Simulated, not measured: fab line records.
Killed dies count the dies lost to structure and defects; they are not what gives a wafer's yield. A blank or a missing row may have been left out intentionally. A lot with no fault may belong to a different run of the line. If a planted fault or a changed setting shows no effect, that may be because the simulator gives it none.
fab line records	flow n5_finfet
record lots=9	wafers=27	last_day=20
route steps=1938 shown BEOL_M7@1326 BEOL_M8@1348 PASSIVATION@1936
lots that met no fault: from a run of the same line without faults
start_h: the number of hours between the record's first day and the start of the first shown wafer of the lot	wait_h: time in hours since the lot's previous step	" same as the row above	L1.1+2: a single row standing in for several wafers	- value missing, or start not given	* or withheld: withheld	< > ~ a bound
route shown NAME@n: names a module that has steps shown in the file, with the first one's number in the route	usual: average and standard deviation across the fault-free wafers	same: alike in all rows	chamber/n: place in a boat	sites: readings site by site	_std_site: the standard deviation of these	_edge_site: inner sites' mean taken away from outer sites' mean	radius_mm: how far each site lies from the wafer's centre	mask NAME#n: copy n	behind: the tool/chamber that last shaped the wafer	hold: what put the lot on hold/how long, in hours/how the hold closed	device: transistor that didn't switch, given as n, p or np	end of line: tests of these same wafers at the route's end	a step given without rows: its recipe and nothing more	killed: at the first sort, the dies lost to defects and structure; wafer yield is something else	map: per-die view of a wafer (x killed, . not killed, _ where there is no die)
set.NAME: the setting as run; set.NAME@STEP: as run at that earlier step	model.NAME: the simulator's own value behind a step, which no gauge read
a sample of lots followed through the steps of the route, with each step as a table and each wafer as a row
services: when a tool's chamber went out of use (start_h, in hours from the record's first day, below 0 if earlier), for how many hours, and the reason
## steps
# step N5_BEOL_M7_CMP_52
# recipe stop_on=SiCOH_lowk	t_overpolish_s=6.9	down_force_psi=1	platen_rpm=50	clearing_platen_down_force_psi=1.5	clearing_platen_rpm=50	post_cmp_clean=cu_alkaline	target_thk_nm=80	clearing_platen_pad_velocity_m_s=0.99484	pad_velocity_m_s=0.99484
# usual barrier_field_endpoint_s=28.6/0.61	clearing_platen_down_force_psi=1.500/0.0031	motor_current_A=5.9/0.35	overpolish_run_s=6.901/0.0082	time_to_endpoint_s=61.1/2.2
lot.wafer	tool	chamber	start_h	wait_h	barrier_field_endpoint_s	clearing_platen_down_force_psi	motor_current_A	overpolish_run_s	time_to_endpoint_s
L718.2	cmp-03	2	244.25	0.3	28.3	1.500	5.8	6.910	64.6
L718.3	"	3	"	"	28.2	1.499	5.4	6.893	62.2
L718.5	"	0	"	"	28.2	1.497	6.6	6.891	58.4
L719.4	cmp-01	2	245.40	0.2	29.6	1.494	5.9	6.903	62.7
L719.5	"	3	"	"	28.4	1.503	5.6	6.899	59.8
L719.6	"	0	"	"	28.8	1.500	5.9	6.907	59.9
L721.3	cmp-02	1	251.20	0.3	28.0	1.498	6.0	6.904	61.2
L721.5	"	2	"	"	29.0	1.504	5.6	6.904	61.3
L721.6	"	3	"	"	29.0	1.499	5.8	6.909	61.5
L723.2	cmp-01	1	263.16	0.3	27.8	1.503	6.1	6.892	59.5
L723.6	"	3	"	"	28.6	1.499	5.4	6.898	59.1
L723.5	"	0	"	"	28.9	1.498	5.9	6.898	61.9
L726.3	cmp-01	2	292.60	0.2	28.6	1.500	6.0	6.901	62.0
L726.1	"	3	"	"	27.8	1.502	5.6	6.882	60.0
L726.4	"	1	"	"	28.2	1.503	5.8	6.909	56.5
L730.2	cmp-01	0	338.42	0.2	28.5	1.503	6.1	6.885	58.6
L730.1	"	1	"	"	29.8	1.507	5.7	6.893	63.9
L730.4	"	3	"	"	29.0	1.500	5.8	6.909	58.6
L732.2	cmp-02	2	361.21	0.2	28.5	1.501	6.0	6.885	62.5
L732.4	"	0	"	"	28.1	1.502	5.4	6.910	62.5
L732.6	"	2	"	"	28.4	1.500	5.9	6.902	59.3
L736.2	cmp-01	3	366.69	0.3	28.5	1.497	6.1	6.906	59.8
L736.3	"	1	"	"	27.8	1.500	6.0	6.890	59.4
L736.5	"	3	"	"	27.9	1.503	5.6	6.910	59.5
L738.4	cmp-03	0	398.85	0.2	28.7	1.497	7.0	6.904	57.1
L738.1	"	2	"	"	29.3	1.500	5.4	6.910	63.5
L738.6	"	0	"	"	28.5	1.500	6.8	6.899	57.8
# step N5_BEOL_M7_DEP_56
# recipe material=SiCN	target_thk_a=100	temp_c=withheld	precursor=3MS/NH3	pressure_torr=3	rf_w=202	time_s=17.5
# usual showerhead_plenum_p_Torr=3.666/0.0096	throttle_valve_pct=9.1/0.6
lot.wafer	tool	chamber	start_h	wait_h	showerhead_plenum_p_Torr	throttle_valve_pct
L718.2	pecvd-01	2	244.53	0.0	3.672	8.2
L718.3	"	0	"	"	3.632	8.7
L718.5	"	2	"	"	3.674	8.5
L719.4	pecvd-03	1	245.66	0.0	3.672	8.9
L719.5	"	0	"	"	3.665	10.0
L719.6	"	2	"	"	3.657	8.7
L721.3	pecvd-03	0	251.44	0.0	3.663	10.0
L721.5	"	0	"	"	3.668	9.9
L721.6	"	2	"	"	3.666	8.2
L723.2	pecvd-02	1	263.44	0.0	3.675	9.8
L723.5	"	1	"	"	3.673	9.8
L723.6	"	0	"	"	3.669	10.0
L726.1	pecvd-01	2	292.96	0.0	3.666	8.4
L726.3	"	0	"	"	3.650	8.9
L726.4	"	0	"	"	3.641	8.9
L730.1	pecvd-03	0	338.77	0.0	3.665	10.2
L730.2	"	2	"	"	3.667	8.5
L730.4	"	2	"	"	3.665	8.5
L732.2	pecvd-01	1	361.57	0.0	3.678	9.0
L732.4	"	1	"	"	3.665	9.1
L732.6	"	0	"	"	3.655	8.7
L736.2	pecvd-03	2	367.02	0.0	3.667	8.5
L736.3	"	0	"	"	3.656	10.1
L736.5	"	0	"	"	3.665	10.1
L738.1	pecvd-01	1	399.17	0.0	3.669	9.2
L738.4	"	0	"	"	3.652	8.9
L738.6	"	1	"	"	3.669	9.0
# step N5_BEOL_M8_DESCUM_16
# recipe chemistry=O2	time_s=7.9	source_power_w=50	bias_power_w=20	pressure_mtorr=20	rf_frequency_hz=2.712e+07	temp_c=40	resist=CAR-ArF	o2_flow_sccm=225
# usual chamber_pressure_mTorr=20.000/0.017	drypump_motor_current_A=5.49/0.21	oes_product_au=0.77/0.078	rf_vpp_V=242.9/1.4	showerhead_plenum_p_Torr=2.08/0.077	temp_c=40.00/0.13	throttle_valve_pct=20.45/0.25
lot.wafer	tool	chamber	start_h	wait_h	chamber_pressure_mTorr	drypump_motor_current_A	oes_product_au	rf_hours_counter_h	rf_vpp_V	showerhead_plenum_p_Torr	temp_c	throttle_valve_pct
L718.2	rie_diel-06	3	248.23	0.5	20.041	5.33	0.79	152	244.1	2.10	39.90	20.59
L718.3	"	0	"	"	19.993	5.53	0.73	205	241.0	1.99	40.02	20.65
L718.5	"	0	"	"	19.986	5.55	0.73	-	240.3	1.99	40.06	20.66
L719.4	rie_diel-03	0	248.50	0.4	19.990	5.44	0.71	187	242.1	2.09	39.92	20.46
L719.5	"	0	"	"	20.011	5.43	0.71	-	243.8	2.09	39.95	20.44
L719.6	"	3	"	"	19.987	5.29	0.84	-	243.2	2.12	40.11	20.74
L721.3	rie_diel-05	2	252.87	0.1	19.999	5.90	0.70	223	242.8	2.07	39.96	20.33
L721.5	"	1	"	"	20.000	5.57	0.92	-	243.4	2.14	39.90	20.40
L721.6	"	0	"	"	20.006	5.12	0.73	-	243.8	2.17	39.94	20.80
L723.2	rie_diel-05	2	266.76	0.5	20.006	5.90	0.70	227	242.4	2.07	39.94	20.35
L723.5	"	0	"	"	20.008	5.11	0.72	-	244.0	2.17	39.86	20.80
L723.6	"	1	"	"	19.982	5.52	0.89	-	244.1	2.14	39.90	20.41
L726.1	rie_diel-03	3	296.64	0.1	20.010	5.25	0.82	84	242.6	2.12	40.03	20.73
L726.3	"	2	"	"	20.010	5.60	0.72	183	240.3	1.90	39.96	20.43
L726.4	"	3	"	"	19.991	5.27	0.82	-	245.0	2.12	40.10	20.75
L730.1	rie_diel-06	0	341.07	0.0	20.018	5.55	0.70	244	241.2	1.97	40.26	20.73
L730.2	"	1	"	"	19.973	5.84	0.74	147	243.4	2.09	40.12	20.02
L730.4	"	2	"	"	19.979	5.28	0.69	240	241.5	2.06	40.28	20.27
L732.2	rie_diel-05	1	363.66	0.1	20.014	5.55	0.85	62	242.8	2.13	39.87	20.47
L732.4	"	0	"	"	19.987	5.11	0.71	-	244.9	2.16	39.87	20.83
L732.6	"	3	"	"	20.011	5.58	0.82	-	243.4	2.12	40.21	20.41
L736.2	rie_diel-03	3	369.45	0.0	19.989	5.31	0.79	111	243.7	2.11	39.95	20.78
L736.3	"	0	"	"	20.004	5.46	0.69	218	243.2	2.08	39.85	20.51
L736.5	"	2	"	"	19.995	5.60	0.70	-	240.2	1.89	40.01	20.47
L738.1	rie_diel-06	2	403.19	0.4	20.025	5.26	0.99	5	242.8	2.06	40.11	19.97
L738.4	"	1	"	"	19.976	5.81	0.71	171	242.7	2.08	40.14	20.07
L738.6	"	1	"	"	19.979	5.85	0.72	-	242.7	2.08	40.19	20.06
# step N5_BEOL_M8_COAT_71
# recipe resist=underlayer	temp_c=205	time_s=60	spin_rpm=1500	resist_thk_nm=5
# usual spin_speed_rpm=1500.0/1.1
lot.wafer	tool	chamber	start_h	wait_h	spin_speed_rpm
L719.4	litho_track-01	0	257.54	-	1500.4
L719.5	"	0	"	"	1500.0
L719.6	"	0	"	"	1499.8
L718.2	litho_track-04	0	260.03	-	1499.9
L718.3	"	0	"	"	1501.4
L718.5	"	0	"	"	1500.3
L721.3	litho_track-04	0	260.80	-	1498.4
L721.5	"	0	"	"	1500.0
L721.6	"	0	"	"	1499.1
L723.2	litho_track-04	0	268.17	-	1500.1
L723.5	"	0	"	"	1500.4
L723.6	"	0	"	"	1501.3
L726.1	litho_track-01	0	297.37	-	1502.4
L726.3	"	0	"	"	1500.3
L726.4	"	0	"	"	1499.4
L730.1	litho_track-01	0	342.77	-	1501.2
L730.2	"	0	"	"	1501.3
L730.4	"	0	"	"	1499.5
L732.2	litho_track-04	0	367.52	-	1810.2
L732.4	"	0	"	"	1811.8
L732.6	"	0	"	"	1811.3
L736.2	litho_track-04	0	370.96	-	1811.3
L736.3	"	0	"	"	1810.1
L736.5	"	0	"	"	1812.6
L738.1	litho_track-05	0	403.77	-	1499.3
L738.4	"	0	"	"	1500.2
L738.6	"	0	"	"	1499.3
# step N5_BEOL_M8_ETCH_72
# recipe chemistry=N2/H2	target=underlayer	target_depth_a=65	mask_material=CAR-EUV	time_s=5.2	ion_energy_ev=200	pressure_mtorr=30	source_w=840	bias_w=150	n2_flow_sccm=200	h2_flow_sccm=200	ends=cleared
# usual chamber_pressure_mTorr=30.00/0.037	drypump_motor_current_A=5.52/0.22	etch_rf_on_time_s=5.23/0.087	oes_product_au=0.67/0.076	rf_vpp_V=523.6/2.7	showerhead_plenum_p_Torr=2.53/0.085	throttle_valve_pct=17.81/0.23
lot.wafer	tool	chamber	start_h	wait_h	chamber_pressure_mTorr	drypump_motor_current_A	etch_rf_on_time_s	oes_product_au	rf_hours_counter_h	rf_vpp_V	showerhead_plenum_p_Torr	throttle_valve_pct
L719.4	rie_diel-03	1	258.33	0.0	29.96	5.44	5.24	0.73	66	524.7	2.57	17.53
L719.5	"	1	"	"	29.99	5.44	5.24	0.72	-	525.7	2.57	17.51
L719.6	"	2	"	"	29.97	5.59	5.25	0.62	-	516.4	2.33	17.92
L718.2	rie_diel-03	0	260.59	0.0	30.02	5.45	5.37	0.60	190	521.6	2.53	17.83
L718.3	"	2	"	"	30.03	5.59	5.27	0.61	172	518.4	2.33	17.89
L718.5	"	0	"	"	29.92	5.47	5.36	0.60	-	522.0	2.53	17.82
L721.3	rie_diel-03	3	261.22	0.0	30.05	5.28	5.25	0.72	73	525.7	2.57	18.03
L721.5	"	3	"	"	30.01	5.25	5.18	0.69	-	524.7	2.57	18.06
L721.6	"	2	"	"	30.03	5.60	5.28	0.62	-	518.3	2.33	17.89
L723.2	rie_diel-06	1	268.59	0.0	30.00	5.87	5.18	0.65	116	523.5	2.56	17.55
L723.5	"	3	"	"	30.03	5.34	5.19	0.64	-	524.9	2.55	18.06
L723.6	"	0	"	"	30.00	5.54	5.24	0.60	-	521.8	2.40	18.05
L726.1	rie_diel-05	1	297.79	0.0	29.96	5.56	5.05	0.76	37	525.0	2.59	17.83
L726.3	"	2	"	"	30.06	5.89	5.47	0.57	238	520.9	2.51	17.76
L726.4	"	1	"	"	30.00	5.58	5.13	0.76	-	525.4	2.59	17.85
L730.1	rie_diel-03	0	343.32	0.0	30.01	5.47	5.38	0.59	212	521.8	2.52	17.85
L730.2	"	3	"	"	30.01	5.29	5.25	0.66	105	524.4	2.56	18.09
L730.4	"	2	"	"	29.95	5.60	5.29	0.61	204	517.8	2.31	17.93
L732.2	rie_diel-06	3	368.01	0.0	30.08	5.33	4.74	0.63	193	524.5	2.53	18.14
L732.4	"	2	"	"	29.93	5.29	4.73	0.58	-	522.9	2.50	17.73
L732.6	"	1	"	"	29.98	5.87	4.75	0.61	-	523.0	2.54	17.62
L736.2	rie_diel-05	3	371.51	0.0	29.98	5.59	4.75	0.69	101	523.2	2.56	17.78
L736.3	"	1	"	"	30.03	5.55	4.61	0.72	65	524.3	2.58	17.91
L736.5	"	3	"	"	29.88	5.59	4.75	0.70	-	523.6	2.56	17.78
L738.1	rie_diel-06	2	404.74	0.0	30.01	5.26	5.13	0.85	6	521.9	2.50	17.36
L738.4	"	1	"	"	30.03	5.89	5.22	0.61	172	523.1	2.53	17.66
L738.6	"	1	"	"	29.98	5.86	5.14	0.63	-	526.0	2.53	17.67
# step N5_PASSIVATION_PROBE_49
# usual defect_limited_yield=90.9/1.3	killed_at_M0_to_M3=36/11	killed_at_M4_up=13/5.1	killed_at_contacts=14/4.9	killed_at_front_end=41/10	killed_at_other=3.4/2.6	killed_dies=107/16	killed_open=70/11	killed_short=36/7.8	sort_bin_5_function=5.4/0.84	sort_bin_6_memory=3.4/0.67	sort_bin_8_speed=0.00/0.0099	sort_n_pass=1073/16	sort_yield_pct=90.9/1.3
# same gross_dies=1180	killed_at_back_side=0	sort_bin_4_leakage[%]=0
lot.wafer	tool	chamber	start_h	wait_h	defect_limited_yield[%]	killed_at_M0_to_M3	killed_at_M4_up	killed_at_contacts	killed_at_front_end	killed_at_other	killed_dies	killed_open	killed_short	sort_bin_5_function[%]	sort_bin_6_memory[%]	sort_bin_8_speed[%]	sort_n_pass	sort_yield_pct[%]
L723.2	prober-01	-	341.57	0.1	90.9	23	14	11	49	10	107	63	44	4.9	3.6	0	1073	90.9
L723.5	prober-01	-	341.72	0.2	91.5	30	10	13	35	12	100	73	27	5.5	2.5	0	1080	91.5
L723.6	prober-01	-	341.77	0.3	90.6	43	13	7	43	5	111	64	47	5.5	3.4	0	1069	90.6
L726.1	prober-02	-	369.12	0.0	92.2	25	3	27	36	1	92	61	30	4.0	3.3	0	1088	92.2
L726.3	prober-02	-	369.22	0.1	91.4	27	10	18	40	6	101	69	27	5.3	2.6	0	1079	91.4
L726.4	prober-02	-	369.27	0.2	91.1	37	11	9	48	0	105	68	36	5.3	2.8	0	1075	91.1
# killed by level:class
L723.2 STI_FIN_REVEAL:geometric_particle:open=16 BEOL_M0_SAQP:geometric_particle:open=9 MOL_CONTACT_COAG:geometric_particle:open=6 BEOL_M0_SAQP:geometric_particle:short=6 MIM_TOP:geometric_particle:short=6 FIN_SAQP:geometric_particle:short=5 MOL_CONTACT_COAG:geometric_particle:short=5 BEOL_M4:geometric_particle:open=4
L723.5 MOL_CONTACT_COAG:geometric_particle:open=12 BEOL_M3:geometric_particle:open=10 STI_FIN_REVEAL:geometric_particle:open=9 STARTING-WAFER:geometric_particle:open=7 DUMMY_GATE:geometric_particle:open=5 BEOL_M0_SAQP:geometric_particle:short=5 BEOL_M0_SAQP:geometric_particle:open=5 DUMMY_GATE:geometric_particle:short=4
L723.6 FIN_SAQP:geometric_particle:short=11 FIN_SAQP:geometric_particle:open=9 BEOL_M0_SAQP:geometric_particle:short=9 MOL_CONTACT_COAG:geometric_particle:open=6 BEOL_M2:geometric_particle:open=6 GATE_CUT:geometric_particle:open=5 BEOL_M0_SAQP:geometric_particle:open=5 BEOL_M0:geometric_particle:open=5
L726.1 MOL_CONTACT_COAG:geometric_particle:open=23 FIN_SAQP:geometric_particle:short=15 FIN_SAQP:geometric_particle:open=10 BEOL_M1:geometric_particle:open=9 BEOL_M0_SAQP:geometric_particle:open=5 MOL_CONTACT_COAG:geometric_particle:short=4 BEOL_M3:geometric_particle:open=4 ILD0:geometric_particle:short=3
L726.3 FIN_SAQP:geometric_particle:open=20 MOL_CONTACT_COAG:geometric_particle:open=15 FIN_SAQP:geometric_particle:short=6 BEOL_M2:geometric_particle:short=5 BEOL_M3:geometric_particle:open=4 BEOL_M0_SAQP:geometric_particle:short=4 BEOL_M0_SAQP:geometric_particle:open=4 PASS1_DEP:geometric_particle:open=4
L726.4 FIN_SAQP:geometric_particle:open=14 FIN_SAQP:geometric_particle:short=10 BEOL_M4:geometric_particle:open=8 BEOL_M0_SAQP:geometric_particle:open=8 MOL_CONTACT_COAG:geometric_particle:open=7 BEOL_M0_SAQP:geometric_particle:short=7 ILD0:geometric_particle:short=6 BEOL_M0:geometric_particle:open=6
## services
tool	chamber	start_h	hours	kind
cmp-01	-	225.37	0.7	repair
pecvd-03	1	271.19	2.1	repair
cmp-01	-	275.16	0.4	repair
pecvd-01	1	276.93	5.8	repair
pecvd-03	0	276.97	8.1	repair
rie_diel-06	2	285.04	20.5	repair
cmp-02	-	289.28	0.3	repair
rie_diel-03	1	290.99	9.8	repair
rie_diel-05	0	297.70	19.9	repair
rie_diel-06	0	300.01	1.3	repair
cmp-02	-	301.15	0.9	repair
rie_diel-06	3	303.75	16.3	repair
cmp-01	-	304.45	6.7	pm
rie_diel-06	2	311.68	4.3	repair
cmp-01	-	312.79	1.2	repair
rie_diel-06	-	315.30	0.9	repair
rie_diel-05	1	340.08	4.4	repair
rie_diel-05	2	342.03	3.2	repair
cmp-01	-	345.68	4.3	repair
rie_diel-03	1	369.64	16.3	repair
pecvd-01	2	373.13	10.6	repair
rie_diel-05	1	387.25	21.5	repair
cmp-01	-	392.09	4.0	pm
rie_diel-06	3	398.74	2.8	repair
## key
first_sign step=N5_BEOL_M8_COAT_71	reading=spin_speed_rpm	direction=up	sigmas=99+	usual=*	struck=*
effect step=N5_BEOL_M8_ETCH_72	reading=etch_rf_on_time_s	direction=down	sigmas=5.9	usual=*	struck=*
met_at N5_BEOL_M8_COAT_71
struck_lots L732,L736
not_acting_at N5_BEOL_M7_CMP_52,N5_BEOL_M7_DEP_56,N5_BEOL_M8_DESCUM_16
onset_between 268.17 367.52
fault kind=process_parameter_drift	tool=litho_track-04	chamber=-	onset_h=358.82	steps=N5_BEOL_M8_COAT_71	channel=spin_rpm	offset=*	shape=step	end_h=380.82	acts_in=*	stated=*
